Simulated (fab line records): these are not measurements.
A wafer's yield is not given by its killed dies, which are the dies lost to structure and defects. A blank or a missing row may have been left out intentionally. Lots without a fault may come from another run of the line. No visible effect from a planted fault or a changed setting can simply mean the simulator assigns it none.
fab line records	flow n5_finfet	part 1 of 2: steps 1 to 24 of 33
record: lots: 5	wafers: 15	last_day: 15
route steps=1938 shown BEOL_M3@995 BEOL_M4@1021
lots that met no fault: taken from a fault-free run of the same line
start_h: the number of hours between the record's first day and the start of the first shown wafer of the lot	wait_h: hours from the lot's prior step to this one	" the same as in the row above	L1.1+2: several wafers, shown together as one row	- value missing, or start not given	* or withheld: withheld	< > ~ a bound
route shown NAME@n: names a module that has steps shown in the file, with the first one's number in the route	usual: mean and standard deviation over wafers with no fault	same: alike in all rows	chamber/n: place in a boat	sites: readings site by site	_std_site: the standard deviation of these	_edge_site: mean of outer sites minus mean of inner sites	radius_mm: for every site, how far away it sits from the centre of the wafer	mask NAME#n: copy n	behind: the tool/chamber that last shaped the wafer	hold: why the lot was held/for how many hours/how that ended	device: transistor that didn't switch, given as n, p or np	end of line: at the end of the route, the tests of the same wafers	where a step has no rows: the recipe by itself	killed: count of dies lost to structure and defects at first sort (not the wafer's yield)	map: the dies of a wafer, with x for killed, . for not killed, _ for no die there
set.NAME: the run value of the setting; set.NAME@STEP: its run value at that earlier step	model.NAME: the simulator's own value behind a step, which no gauge read
certain route steps with their lots: each step a table, each wafer a row
services: when a tool's chamber went out of use (start_h, in hours from the record's first day, below 0 if earlier), for how many hours, and the reason
== steps ==
step: N5_BEOL_M3_ANNEAL_49
recipe: temp_c: 400	time_s: 240	ambient: vacuum
usual: heater_power_w: 843/86
lot.wafer	tool	chamber	start_h	wait_h	heater_power_w
L077.2	pvd_sputter-02	-	169.61	0.0	966
L077.5	"	-	"	"	856
L077.6	"	-	"	"	815
L079.2	pvd_sputter-03	-	188.55	0.0	898
L079.3	"	-	"	"	707
L079.5	"	-	"	"	1003
L081.4	pvd_sputter-02	-	194.21	0.0	952
L081.5	"	-	"	"	846
L081.6	"	-	"	"	967
L087.1	pvd_sputter-01	-	237.13	0.0	888
L087.5	"	-	"	"	793
L087.6	"	-	"	"	805
L089.1	pvd_sputter-01	-	240.81	0.0	836
L089.2	"	-	"	"	829
L089.3	"	-	"	"	875
step: N5_BEOL_M3_SPUTTER_79
recipe: material: Cu	target_thk_a: 45	temp_c: -20	chamber_pressure_pa: 0.07	power_w: withheld	time_s: 8.29
usual: chuck_sensor_temp_C: -16.0/0.36	throttle_valve_pct: 30.1/1.1
lot.wafer	tool	chamber	start_h	wait_h	chuck_sensor_temp_C	throttle_valve_pct
L077.2	pvd_sputter-02	-	169.75	0.1	-16.5	28.2
L077.5	"	-	"	"	-16.4	28.6
L077.6	"	-	"	"	-16.0	29.9
L079.2	pvd_sputter-03	-	188.69	0.1	-16.2	29.3
L079.3	"	-	"	"	-15.5	30.7
L079.5	"	-	"	"	-15.8	30.5
L081.4	pvd_sputter-02	-	194.35	0.1	-16.7	28.0
L081.5	"	-	"	"	-15.8	29.6
L081.6	"	-	"	"	-16.5	28.3
L087.1	pvd_sputter-01	-	237.27	0.1	-15.4	31.9
L087.5	"	-	"	"	-16.7	32.0
L087.6	"	-	"	"	-16.3	31.4
L089.1	pvd_sputter-01	-	240.95	0.1	-16.0	30.8
L089.2	"	-	"	"	-16.4	31.5
L089.3	"	-	"	"	-15.5	31.6
step: N5_BEOL_M3_ANNEAL_80
recipe: temp_c: 400	time_s: 240	ambient: vacuum
usual: heater_power_w: 841/86
lot.wafer	tool	chamber	start_h	wait_h	heater_power_w
L077.2	pvd_sputter-02	-	169.83	0.0	943
L077.5	"	-	"	"	836
L077.6	"	-	"	"	824
L079.2	pvd_sputter-03	-	188.77	0.0	909
L079.3	"	-	"	"	702
L079.5	"	-	"	"	1000
L081.4	pvd_sputter-02	-	194.43	0.0	954
L081.5	"	-	"	"	860
L081.6	"	-	"	"	968
L087.1	pvd_sputter-01	-	237.35	0.0	874
L087.5	"	-	"	"	798
L087.6	"	-	"	"	805
L089.1	pvd_sputter-01	-	241.03	0.0	857
L089.2	"	-	"	"	816
L089.3	"	-	"	"	871
step: N5_BEOL_M3_SPUTTER_81
recipe: material: Cu	target_thk_a: 45	temp_c: -20	chamber_pressure_pa: 0.07	power_w: withheld	time_s: 8.29
usual: chuck_sensor_temp_C: -16.0/0.38	throttle_valve_pct: 30.1/1.1
lot.wafer	tool	chamber	start_h	wait_h	chuck_sensor_temp_C	throttle_valve_pct
L077.2	pvd_sputter-02	-	169.97	0.1	-16.6	28.3
L077.5	"	-	"	"	-16.4	28.6
L077.6	"	-	"	"	-15.9	29.6
L079.2	pvd_sputter-03	-	188.91	0.1	-16.0	29.4
L079.3	"	-	"	"	-15.6	30.5
L079.5	"	-	"	"	-15.8	30.5
L081.4	pvd_sputter-02	-	194.57	0.1	-16.6	28.0
L081.5	"	-	"	"	-16.2	28.9
L081.6	"	-	"	"	-16.5	28.2
L087.1	pvd_sputter-01	-	237.49	0.1	-15.5	31.9
L087.5	"	-	"	"	-16.7	32.0
L087.6	"	-	"	"	-16.2	31.5
L089.1	pvd_sputter-01	-	241.17	0.1	-16.1	30.5
L089.2	"	-	"	"	-16.2	31.2
L089.3	"	-	"	"	-15.4	31.9
step: N5_BEOL_M3_ANNEAL_82
recipe: temp_c: 400	time_s: 240	ambient: vacuum
usual: heater_power_w: 843/82
lot.wafer	tool	chamber	start_h	wait_h	heater_power_w
L077.2	pvd_sputter-02	-	170.05	0.0	943
L077.5	"	-	"	"	841
L077.6	"	-	"	"	810
L079.2	pvd_sputter-03	-	188.99	0.0	896
L079.3	"	-	"	"	705
L079.5	"	-	"	"	977
L081.4	pvd_sputter-02	-	194.65	0.0	969
L081.5	"	-	"	"	847
L081.6	"	-	"	"	937
L087.1	pvd_sputter-01	-	237.57	0.0	875
L087.5	"	-	"	"	795
L087.6	"	-	"	"	811
L089.1	pvd_sputter-01	-	241.25	0.0	814
L089.2	"	-	"	"	810
L089.3	"	-	"	"	886
step: N5_BEOL_M3_SPUTTER_86
recipe: material: Cu	target_thk_a: 45	temp_c: -20	chamber_pressure_pa: 0.07	power_w: withheld	time_s: 8.29
usual: chuck_sensor_temp_C: -16.0/0.36	throttle_valve_pct: 30.1/1.1
lot.wafer	tool	chamber	start_h	wait_h	chuck_sensor_temp_C	throttle_valve_pct
L077.2	pvd_sputter-02	-	170.19	0.1	-16.6	27.9
L077.5	"	-	"	"	-16.1	28.4
L077.6	"	-	"	"	-16.1	29.6
L079.2	pvd_sputter-03	-	189.13	0.1	-16.2	29.5
L079.3	"	-	"	"	-15.7	30.7
L079.5	"	-	"	"	-15.7	30.3
L081.4	pvd_sputter-02	-	194.79	0.1	-16.5	28.1
L081.5	"	-	"	"	-15.7	29.1
L081.6	"	-	"	"	-16.6	28.2
L087.1	pvd_sputter-01	-	237.71	0.1	-15.5	31.9
L087.5	"	-	"	"	-16.8	31.9
L087.6	"	-	"	"	-16.3	31.4
L089.1	pvd_sputter-01	-	241.39	0.1	-16.1	30.4
L089.2	"	-	"	"	-16.3	31.3
L089.3	"	-	"	"	-15.4	32.2
step: N5_BEOL_M3_ANNEAL_87
recipe: temp_c: 400	time_s: 240	ambient: vacuum
usual: heater_power_w: 842/85
lot.wafer	tool	chamber	start_h	wait_h	heater_power_w
L077.2	pvd_sputter-02	-	170.27	0.0	975
L077.5	"	-	"	"	852
L077.6	"	-	"	"	823
L079.2	pvd_sputter-03	-	189.21	0.0	908
L079.3	"	-	"	"	708
L079.5	"	-	"	"	963
L081.4	pvd_sputter-02	-	194.87	0.0	945
L081.5	"	-	"	"	886
L081.6	"	-	"	"	951
L087.1	pvd_sputter-01	-	237.79	0.0	894
L087.5	"	-	"	"	768
L087.6	"	-	"	"	814
L089.1	pvd_sputter-01	-	241.47	0.0	833
L089.2	"	-	"	"	798
L089.3	"	-	"	"	886
step: N5_BEOL_M3_SPUTTER_88
recipe: material: Cu	target_thk_a: 45	temp_c: -20	chamber_pressure_pa: 0.07	power_w: withheld	time_s: 8.29
usual: chuck_sensor_temp_C: -16.0/0.38	throttle_valve_pct: 30.1/1.1
lot.wafer	tool	chamber	start_h	wait_h	chuck_sensor_temp_C	throttle_valve_pct
L077.2	pvd_sputter-02	-	170.41	0.1	-16.8	28.1
L077.5	"	-	"	"	-16.5	28.7
L077.6	"	-	"	"	-16.0	29.8
L079.2	pvd_sputter-03	-	189.35	0.1	-16.1	29.2
L079.3	"	-	"	"	-15.5	30.6
L079.5	"	-	"	"	-15.6	30.4
L081.4	pvd_sputter-02	-	195.01	0.1	-16.7	28.0
L081.5	"	-	"	"	-15.8	29.2
L081.6	"	-	"	"	-16.7	28.0
L087.1	pvd_sputter-01	-	237.93	0.1	-15.4	32.1
L087.5	"	-	"	"	-16.9	32.1
L087.6	"	-	"	"	-16.3	31.2
L089.1	pvd_sputter-01	-	241.61	0.1	-16.4	30.5
L089.2	"	-	"	"	-16.2	31.3
L089.3	"	-	"	"	-15.6	31.8
step: N5_BEOL_M3_ANNEAL_89
recipe: temp_c: 400	time_s: 240	ambient: vacuum
usual: heater_power_w: 843/84
lot.wafer	tool	chamber	start_h	wait_h	heater_power_w
L077.2	pvd_sputter-02	-	170.49	0.0	950
L077.5	"	-	"	"	860
L077.6	"	-	"	"	825
L079.2	pvd_sputter-03	-	189.43	0.0	876
L079.3	"	-	"	"	700
L079.5	"	-	"	"	1002
L081.4	pvd_sputter-02	-	195.09	0.0	943
L081.5	"	-	"	"	856
L081.6	"	-	"	"	926
L087.1	pvd_sputter-01	-	238.01	0.0	877
L087.5	"	-	"	"	795
L087.6	"	-	"	"	806
L089.1	pvd_sputter-01	-	241.69	0.0	825
L089.2	"	-	"	"	798
L089.3	"	-	"	"	866
step: N5_BEOL_M3_SPUTTER_90
recipe: material: Cu	target_thk_a: 45	temp_c: -20	chamber_pressure_pa: 0.07	power_w: withheld	time_s: 8.29
usual: chuck_sensor_temp_C: -16.0/0.37	throttle_valve_pct: 30.1/1.1
lot.wafer	tool	chamber	start_h	wait_h	chuck_sensor_temp_C	throttle_valve_pct
L077.2	pvd_sputter-02	-	170.63	0.1	-16.8	28.4
L077.5	"	-	"	"	-16.2	28.6
L077.6	"	-	"	"	-16.1	29.9
L079.2	pvd_sputter-03	-	189.57	0.1	-16.1	29.4
L079.3	"	-	"	"	-15.7	30.7
L079.5	"	-	"	"	-15.9	30.5
L081.4	pvd_sputter-02	-	195.23	0.1	-16.5	28.1
L081.5	"	-	"	"	-15.9	28.9
L081.6	"	-	"	"	-16.5	27.9
L087.1	pvd_sputter-01	-	238.15	0.1	-15.3	31.9
L087.5	"	-	"	"	-16.5	32.2
L087.6	"	-	"	"	-16.1	31.6
L089.1	pvd_sputter-01	-	241.83	0.1	-16.0	31.0
L089.2	"	-	"	"	-16.4	31.4
L089.3	"	-	"	"	-15.4	32.0
step: N5_BEOL_M3_ANNEAL_91
recipe: temp_c: 400	time_s: 240	ambient: vacuum
usual: heater_power_w: 843/87
lot.wafer	tool	chamber	start_h	wait_h	heater_power_w
L077.2	pvd_sputter-02	-	170.71	0.0	946
L077.5	"	-	"	"	878
L077.6	"	-	"	"	815
L079.2	pvd_sputter-03	-	189.65	0.0	907
L079.3	"	-	"	"	706
L079.5	"	-	"	"	1031
L081.4	pvd_sputter-02	-	195.31	0.0	950
L081.5	"	-	"	"	837
L081.6	"	-	"	"	952
L087.1	pvd_sputter-01	-	238.23	0.0	861
L087.5	"	-	"	"	805
L087.6	"	-	"	"	785
L089.1	pvd_sputter-01	-	241.91	0.0	857
L089.2	"	-	"	"	818
L089.3	"	-	"	"	885
step: N5_BEOL_M3_SPUTTER_92
recipe: material: Cu	target_thk_a: 45	temp_c: -20	chamber_pressure_pa: 0.07	power_w: withheld	time_s: 8.29
usual: chuck_sensor_temp_C: -16.0/0.35	throttle_valve_pct: 30.1/1.1
lot.wafer	tool	chamber	start_h	wait_h	chuck_sensor_temp_C	throttle_valve_pct
L077.2	pvd_sputter-02	-	170.85	0.1	-16.5	28.0
L077.5	"	-	"	"	-16.3	28.6
L077.6	"	-	"	"	-15.9	29.6
L079.2	pvd_sputter-03	-	189.79	0.1	-16.0	29.6
L079.3	"	-	"	"	-15.6	30.4
L079.5	"	-	"	"	-15.8	30.6
L081.4	pvd_sputter-02	-	195.45	0.1	-16.6	28.1
L081.5	"	-	"	"	-15.9	29.3
L081.6	"	-	"	"	-16.7	27.7
L087.1	pvd_sputter-01	-	238.37	0.1	-15.5	32.0
L087.5	"	-	"	"	-16.6	31.7
L087.6	"	-	"	"	-16.4	31.5
L089.1	pvd_sputter-01	-	242.05	0.1	-16.1	30.8
L089.2	"	-	"	"	-16.2	31.5
L089.3	"	-	"	"	-15.5	32.0
step: N5_BEOL_M3_ANNEAL_93
recipe: temp_c: 400	time_s: 240	ambient: vacuum
usual: heater_power_w: 844/86
lot.wafer	tool	chamber	start_h	wait_h	heater_power_w
L077.2	pvd_sputter-02	-	170.93	0.0	957
L077.5	"	-	"	"	860
L077.6	"	-	"	"	801
L079.2	pvd_sputter-03	-	189.87	0.0	884
L079.3	"	-	"	"	716
L079.5	"	-	"	"	1000
L081.4	pvd_sputter-02	-	195.53	0.0	952
L081.5	"	-	"	"	850
L081.6	"	-	"	"	953
L087.1	pvd_sputter-01	-	238.45	0.0	886
L087.5	"	-	"	"	798
L087.6	"	-	"	"	818
L089.1	pvd_sputter-01	-	242.13	0.0	858
L089.2	"	-	"	"	789
L089.3	"	-	"	"	860
step: N5_BEOL_M3_SPUTTER_94
recipe: material: Cu	target_thk_a: 45	temp_c: -20	chamber_pressure_pa: 0.07	power_w: withheld	time_s: 8.29
usual: chuck_sensor_temp_C: -16.0/0.37	throttle_valve_pct: 30.1/1.1
lot.wafer	tool	chamber	start_h	wait_h	chuck_sensor_temp_C	throttle_valve_pct
L077.2	pvd_sputter-02	-	171.07	0.1	-16.5	28.2
L077.5	"	-	"	"	-16.3	28.9
L077.6	"	-	"	"	-15.8	29.8
L079.2	pvd_sputter-03	-	190.01	0.1	-16.1	29.3
L079.3	"	-	"	"	-15.5	30.4
L079.5	"	-	"	"	-15.7	30.3
L081.4	pvd_sputter-02	-	195.67	0.1	-16.6	28.2
L081.5	"	-	"	"	-16.0	29.2
L081.6	"	-	"	"	-16.7	28.0
L087.1	pvd_sputter-01	-	238.59	0.1	-15.3	32.1
L087.5	"	-	"	"	-16.5	31.8
L087.6	"	-	"	"	-16.3	31.6
L089.1	pvd_sputter-01	-	242.27	0.1	-16.2	30.9
L089.2	"	-	"	"	-16.4	31.1
L089.3	"	-	"	"	-15.5	32.2
step: N5_BEOL_M3_ANNEAL_95
recipe: temp_c: 400	time_s: 240	ambient: vacuum
usual: heater_power_w: 842/83
lot.wafer	tool	chamber	start_h	wait_h	heater_power_w
L077.2	pvd_sputter-02	-	171.15	0.0	934
L077.5	"	-	"	"	864
L077.6	"	-	"	"	812
L079.2	pvd_sputter-03	-	190.09	0.0	899
L079.3	"	-	"	"	690
L079.5	"	-	"	"	1014
L081.4	pvd_sputter-02	-	195.75	0.0	961
L081.5	"	-	"	"	851
L081.6	"	-	"	"	945
L087.1	pvd_sputter-01	-	238.67	0.0	887
L087.5	"	-	"	"	789
L087.6	"	-	"	"	790
L089.1	pvd_sputter-01	-	242.35	0.0	839
L089.2	"	-	"	"	828
L089.3	"	-	"	"	887
step: N5_BEOL_M3_SPUTTER_96
recipe: material: Cu	target_thk_a: 45	temp_c: -20	chamber_pressure_pa: 0.07	power_w: withheld	time_s: 8.29
usual: chuck_sensor_temp_C: -16.0/0.36	throttle_valve_pct: 30.1/1.2
lot.wafer	tool	chamber	start_h	wait_h	chuck_sensor_temp_C	throttle_valve_pct
L077.2	pvd_sputter-02	-	171.29	0.1	-16.6	28.1
L077.5	"	-	"	"	-16.0	28.6
L077.6	"	-	"	"	-16.2	29.8
L079.2	pvd_sputter-03	-	190.23	0.1	-15.9	29.4
L079.3	"	-	"	"	-15.7	30.4
L079.5	"	-	"	"	-15.8	30.8
L081.4	pvd_sputter-02	-	195.89	0.1	-16.5	28.0
L081.5	"	-	"	"	-15.9	29.0
L081.6	"	-	"	"	-16.7	28.0
L087.1	pvd_sputter-01	-	238.81	0.1	-15.4	32.0
L087.5	"	-	"	"	-16.7	32.1
L087.6	"	-	"	"	-16.4	31.3
L089.1	pvd_sputter-01	-	242.49	0.1	-16.2	30.8
L089.2	"	-	"	"	-16.3	31.3
L089.3	"	-	"	"	-15.4	32.0
step: N5_BEOL_M3_ECD_50
recipe: material: Cu	target_thk_a: 3000
lot.wafer	tool	chamber	start_h	wait_h
L077.2+5+6	ecd_cu-01	1,0,1	171.41	0.1
L079.2+3+5	ecd_cu-02	0,1,1	190.35	0.1
L081.4+5+6	ecd_cu-02	1,1,0	196.03	0.1
L087.1+5+6	ecd_cu-01	0,0,1	238.92	0.1
L089.1+2+3	ecd_cu-02	1,0,1	242.60	0.1
step: N5_BEOL_M3_ANNEAL_51
recipe: temp_c: 225	time_s: 90	ambient: N2
usual: anneal_temp_c_max: 226.3/0.38	wafer_temp_C_max: 226.7/0.34
lot.wafer	tool	chamber	start_h	wait_h	anneal_temp_c_max	wafer_temp_C_max
L077.2	rtp_anneal-01	0	171.53	0.1	226.3	226.8
L077.5	"	0	"	"	226.4	226.6
L077.6	"	0	"	"	226.3	226.7
L079.2	rtp_anneal-02	0	190.47	0.1	226.0	226.6
L079.3	"	0	"	"	226.1	227.1
L079.5	"	0	"	"	226.2	226.8
L081.4	rtp_anneal-01	0	196.22	0.2	226.4	226.7
L081.5	"	0	"	"	226.5	226.6
L081.6	"	0	"	"	226.9	226.4
L087.1	rtp_anneal-01	0	239.14	0.2	226.8	226.9
L087.5	"	0	"	"	226.4	226.9
L087.6	"	0	"	"	226.6	226.6
L089.1	rtp_anneal-01	0	242.68	0.1	226.4	226.9
L089.2	"	0	"	"	226.5	226.7
L089.3	"	0	"	"	226.5	227.4
step: N5_BEOL_M3_CMP_52
recipe: stop_on: SiOC	t_overpolish_s: 6.8	down_force_psi: 1	platen_rpm: 50	clearing_platen_down_force_psi: 1.5	clearing_platen_rpm: 50	post_cmp_clean: cu_alkaline	target_thk_nm: 40	clearing_platen_pad_velocity_m_s: 0.99484	pad_velocity_m_s: 0.99484
usual: barrier_field_endpoint_s: 24.6/0.61	head_pressure_psi: 0.9997/0.0021	motor_current_A: 5.8/0.5	overpolish_run_s: 6.799/0.0091	slurry_flow_ml_min: 150.0/0.44	time_to_endpoint_s: 63/3.1
lot.wafer	tool	chamber	start_h	wait_h	barrier_field_endpoint_s	head_pressure_psi	motor_current_A	overpolish_run_s	slurry_flow_ml_min	time_to_endpoint_s
L077.2	cmp-03	0	171.79	0.2	23.7	1.0014	5.3	6.798	149.7	63
L077.5	"	0	"	"	24.5	0.9954	5.3	6.826	149.9	61
L077.6	"	1	"	"	24.2	0.9979	5.6	6.789	150.7	62
L079.2	cmp-01	0	190.76	0.2	25.0	1.0017	6.6	6.784	150.0	63
L079.3	"	1	"	"	25.7	1.0013	6.7	6.804	150.8	68
L079.5	"	0	"	"	25.6	0.9977	6.7	6.801	150.1	63
L081.4	cmp-03	2	196.39	0.1	25.3	1.0008	6.5	6.802	150.4	64
L081.6	"	2	"	"	24.9	1.0006	5.9	6.787	150.9	66
L081.5	"	3	"	"	24.6	0.9963	5.9	6.789	149.9	64
L087.1	cmp-04	2	239.48	0.3	24.3	0.9985	4.8	6.805	149.7	59
L087.5	"	1	"	"	25.3	0.9997	5.5	6.792	149.7	62
L087.6	"	2	"	"	24.1	0.9969	4.9	6.801	149.5	59
L089.3	cmp-04	1	242.98	0.2	25.5	1.0033	5.8	6.806	150.5	64
L089.2	"	2	"	"	24.5	1.0011	5.2	6.785	150.5	60
L089.1	"	0	"	"	25.7	1.0019	6.3	6.791	148.8	67
step: N5_BEOL_M3_THK_MEAS_53
recipe: thk_meas_gauge: xrf	reads: Cu_of_BEOL_M3_ECD_50
usual: M3_THK: 39.0/1.6
lot.wafer	tool	chamber	start_h	wait_h	M3_THK[nm]
L077.2	film_metro-01	-	172.08	-	38.4
L077.5	"	-	"	"	39.2
L077.6	"	-	"	"	39.9
L079.2	film_metro-02	-	191.02	-	39.2
L079.3	"	-	"	"	38.7
L079.5	"	-	"	"	40.2
L081.4	film_metro-01	-	196.68	-	41.2
L081.5	"	-	"	"	40.1
L081.6	"	-	"	"	41.9
L087.1	film_metro-01	-	239.73	-	38.5
L087.5	"	-	"	"	41.6
L087.6	"	-	"	"	38.8
L089.1	film_metro-01	-	243.27	-	38.0
L089.2	"	-	"	"	35.5
L089.3	"	-	"	"	38.5
step: N5_BEOL_M3_PRE_CLEAN_60
recipe: gas: NH3/H2	time_s: 15	temp_c: *	rf_power_w: 300
usual: heater_power_w: 88/22
lot.wafer	tool	chamber	start_h	wait_h	heater_power_w
L077.2	cvd_co-02	0	172.12	0.0	104
L077.5	"	0	"	"	105
L077.6	"	1	"	"	96
L079.2	cvd_co-01	1	191.05	0.0	118
L079.3	"	2	"	"	69
L079.5	"	0	"	"	49
L081.4	cvd_co-02	0	196.74	0.1	104
L081.5	"	1	"	"	97
L081.6	"	2	"	"	88
L087.1	cvd_co-01	1	239.77	0.0	117
L087.5	"	2	"	"	72
L087.6	"	1	"	"	116
L089.1	cvd_co-02	1	243.31	0.0	99
L089.2	"	2	"	"	90
L089.3	"	0	"	"	105
step: N5_BEOL_M3_CO_CAP_55
recipe: material: Co	target_thk_a: 20	temp_c: 200	precursor: CCTBA/H2	pressure_torr: 30	time_s: 102.1
usual: heater_power_w: 240/28
lot.wafer	tool	chamber	start_h	wait_h	heater_power_w
L077.2	cvd_co-02	0	172.16	0.0	261
L077.5	"	0	"	"	267
L077.6	"	1	"	"	252
L079.2	cvd_co-01	1	191.09	0.0	279
L079.3	"	2	"	"	217
L079.5	"	0	"	"	194
L081.4	cvd_co-02	0	196.79	0.0	260
L081.5	"	1	"	"	251
L081.6	"	2	"	"	241
L087.1	cvd_co-01	1	239.81	0.0	272
L087.5	"	2	"	"	223
L087.6	"	1	"	"	274
L089.1	cvd_co-02	1	243.35	0.0	251
L089.2	"	2	"	"	241
L089.3	"	0	"	"	267
step: N5_BEOL_M3_PRE_CLEAN_56
recipe: gas: NH3	time_s: 15	temp_c: withheld	rf_power_w: 300
lot.wafer	tool	chamber	start_h	wait_h
L077.2+5+6	pecvd-02	1,2,0	172.25	0.1
L079.2+3+5	pecvd-02	0,2,1	191.18	0.1
L081.4+5+6	pecvd-01	1,0,2	196.86	0.0
L087.1+5+6	pecvd-01	2,1,0	239.90	0.1
L089.1+2+3	pecvd-02	1,2,1	243.46	0.1
step: N5_BEOL_M3_DEP_57
recipe: material: SiCN	target_thk_a: 80	temp_c: withheld	precursor: 3MS/NH3	pressure_torr: 3	rf_w: 202	time_s: 14
usual: showerhead_plenum_p_Torr: 3.663/0.014	throttle_valve_pct: 9.1/0.54
lot.wafer	tool	chamber	start_h	wait_h	showerhead_plenum_p_Torr	throttle_valve_pct
L077.2	pecvd-02	1	172.28	0.0	3.674	8.6
L077.5	"	2	"	"	3.653	8.5
L077.6	"	0	"	"	3.646	9.1
L079.2	pecvd-02	0	191.21	0.0	3.663	8.9
L079.3	"	2	"	"	3.650	8.4
L079.5	"	1	"	"	3.683	8.6
L081.4	pecvd-01	1	196.89	0.0	3.653	9.1
L081.5	"	0	"	"	3.640	9.0
L081.6	"	2	"	"	3.674	9.7
L087.1	pecvd-01	2	239.93	0.0	3.663	9.7
L087.5	"	1	"	"	3.658	9.2
L087.6	"	0	"	"	3.634	8.8
L089.1	pecvd-02	1	243.49	0.0	3.678	8.7
L089.2	"	2	"	"	3.643	8.5
L089.3	"	1	"	"	3.679	8.6
